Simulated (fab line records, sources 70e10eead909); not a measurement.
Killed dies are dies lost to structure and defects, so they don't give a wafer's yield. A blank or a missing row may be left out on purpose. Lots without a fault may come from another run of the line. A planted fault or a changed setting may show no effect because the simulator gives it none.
Chamber matching | flow nand_harc | NHARC_A_M0_DEP_32 on pecvd-03: 3 sister chambers
The step deposits SiCN, target thk 30 nm. 6 wafers are shown with their chamber, then 7 later ones without.

WAFERS WITH THEIR CHAMBER
wafer  | chamber | showerhead_vpp_V (V) | heater_power_w (W)
L077.2 | 2       | 1295                 | 728
L079.2 | 1       | 1427                 | 580
L079.4 | 1       | 1367                 | 568
L079.6 | 0       | 1365                 | 639
L086.1 | 2       | 1286                 | 653
L086.2 | 0       | 1373                 | 590

WAFERS WITHOUT THEIR CHAMBER
wafer  | showerhead_vpp_V (V) | heater_power_w (W)
L086.4 | 1404                 | 593
L091.1 | 1404                 | 557
L091.2 | 1297                 | 751
L091.3 | 1371                 | 644
L095.1 | 1375                 | 596
L095.2 | 1267                 | 681
L095.3 | 1381                 | 682

WHICH CHAMBER EACH WENT THROUGH
wafer  | from the rows above          | in truth
L086.4 | can't be placed: 1 or 0      | 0
L091.1 | can't be placed: 1 or 0      | 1
L091.2 | 2                            | 2
L091.3 | can't be placed: 0 or 1      | 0
L095.1 | can't be placed: 0 or 1      | 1
L095.2 | 2                            | 2
L095.3 | can't be placed: 0 or 1 or 2 | 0
Placed correctly: 2 of 7. Can't be placed from these rows: 5 (the true chamber is among the candidates in 5). Placed wrongly: 0.
How it was worked out, from the rows above alone: a wafer's distance from a chamber is the root of the sum, over the readings, of the square of ((its reading less the chamber's mean) divided by the reading's scatter). The wafer belongs to the nearest chamber; if the next one is less than 2 further off, it can't be placed. A chamber's mean is the mean of its shown wafers. The scatter: the root of (the sum of the squares of (reading less its chamber's mean) over the shown wafers, divided by (wafers less chambers)).
